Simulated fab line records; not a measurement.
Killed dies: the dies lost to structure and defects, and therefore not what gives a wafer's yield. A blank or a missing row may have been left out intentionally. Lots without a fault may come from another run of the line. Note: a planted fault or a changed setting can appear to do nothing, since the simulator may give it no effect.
Which tool is to blame? || flow n5_finfet || 27 wafers from 9 lots sampled at 3 of the route's 1938 steps

WHAT EACH GAUGE READ, for each wafer
N5_BEOL_M0_SAQP_CD_MEAS_25: the cd target is 13.1 nm.
{"lot": "L526", "measured": "day 5 12:38", "on": "cd_sem-03", "cd_nm (nm)": "12.85 12.57 12.75"}
{"lot": "L533", "measured": "day 7 07:20", "on": "cd_sem-01", "cd_nm (nm)": "12.41 12.48 13.05"}
{"lot": "L534", "measured": "day 7 13:32", "on": "cd_sem-02", "cd_nm (nm)": "12.94 12.87 12.66"}
{"lot": "L535", "measured": "day 7 18:32", "on": "cd_sem-03", "cd_nm (nm)": "4.05 4.13 3.70"}
{"lot": "L536", "measured": "day 7 21:35", "on": "cd_sem-03", "cd_nm (nm)": "3.79 3.56 3.56"}
{"lot": "L537", "measured": "day 8 05:47", "on": "cd_sem-01", "cd_nm (nm)": "4.04 3.82 3.80"}
{"lot": "L546", "measured": "day 10 15:35", "on": "cd_sem-01", "cd_nm (nm)": "12.74 12.60 12.65"}
{"lot": "L548", "measured": "day 11 06:22", "on": "cd_sem-03", "cd_nm (nm)": "12.56 12.83 12.85"}
{"lot": "L549", "measured": "day 11 08:44", "on": "cd_sem-02", "cd_nm (nm)": "11.96 13.03 12.41"}

WHAT TOOL EACH LOT RAN ON (gives the tool, then ch and the chambers of the sampled wafers, and finally the start)
{"lot": "L526", "N5_BEOL_M0_SAQP_PECVD_96": "pecvd-02 ch 0,1,2, day 5 08:43", "N5_BEOL_M0_SAQP_SPACER1_ALD_98": "ald_sin-03 ch 1,2, day 5 11:58"}
{"lot": "L533", "N5_BEOL_M0_SAQP_PECVD_96": "pecvd-02 ch 0,1,2, day 7 04:32", "N5_BEOL_M0_SAQP_SPACER1_ALD_98": "ald_sin-03 ch 1,2, day 7 06:38"}
{"lot": "L534", "N5_BEOL_M0_SAQP_PECVD_96": "pecvd-04 ch 1,2, day 7 11:15", "N5_BEOL_M0_SAQP_SPACER1_ALD_98": "ald_sin-03 ch 0,1,2, day 7 12:51"}
{"lot": "L535", "N5_BEOL_M0_SAQP_PECVD_96": "pecvd-04 ch 1,2, day 7 15:31", "N5_BEOL_M0_SAQP_SPACER1_ALD_98": "ald_sin-03 ch 0,1,2, day 7 17:52"}
{"lot": "L536", "N5_BEOL_M0_SAQP_PECVD_96": "pecvd-02 ch 0,2, day 7 19:10", "N5_BEOL_M0_SAQP_SPACER1_ALD_98": "ald_sin-03 ch 0,2,3, day 7 20:48"}
{"lot": "L537", "N5_BEOL_M0_SAQP_PECVD_96": "pecvd-04 ch 0,1, day 8 03:17", "N5_BEOL_M0_SAQP_SPACER1_ALD_98": "ald_sin-03 ch 0,3, day 8 05:07"}
{"lot": "L546", "N5_BEOL_M0_SAQP_PECVD_96": "pecvd-04 ch 0,1, day 10 11:43", "N5_BEOL_M0_SAQP_SPACER1_ALD_98": "ald_sin-01 ch 0,3, day 10 14:55"}
{"lot": "L548", "N5_BEOL_M0_SAQP_PECVD_96": "pecvd-04 ch 0,1,2, day 11 02:38", "N5_BEOL_M0_SAQP_SPACER1_ALD_98": "ald_sin-04 ch 0,1, day 11 05:35"}
{"lot": "L549", "N5_BEOL_M0_SAQP_PECVD_96": "pecvd-03 ch 0,1,2, day 11 06:25", "N5_BEOL_M0_SAQP_SPACER1_ALD_98": "ald_sin-03 ch 0,1, day 11 08:03"}
- N5_BEOL_M0_SAQP_PECVD_96: deposits a-Si from SiH4/He, target thk 45 nm, time 45.2 s.
- N5_BEOL_M0_SAQP_SPACER1_ALD_98: deposits SiO2, target thk 12.8 nm, pulse time 1 s, purge time 2 s.

THE ANSWER, worked out from the rows above alone
Rule: usual is defined by the lots themselves. The widest of any qualifying gaps counts: lots, ordered by their means at a reading, are off when they make up no more than a third of the lots, leave a main group of 4 or more, and stand apart from it by 3 or more times the standard deviation of that group's means. A main group whose means are all the same, to the digits that the tables above print for the reading, isn't used. A lot without any number at a reading at which 4 lots or more have one is off too. Where the step has rows for the other lots, those lots are counted as sound.
Off, at N5_BEOL_M0_SAQP_CD_MEAS_25 on cd_nm: L535, L536, L537. Main group: mean 12.68 nm, sd 0.11.
If a tool, at a process step before that reading, ran all the lots that are off and no sound lot after the first of them, it fits. Gauges at N5_BEOL_M0_SAQP_CD_MEAS_25: tried the same way as those tools. No candidate that was tried fits.

WHAT THE SIMULATOR HAD INSERTED
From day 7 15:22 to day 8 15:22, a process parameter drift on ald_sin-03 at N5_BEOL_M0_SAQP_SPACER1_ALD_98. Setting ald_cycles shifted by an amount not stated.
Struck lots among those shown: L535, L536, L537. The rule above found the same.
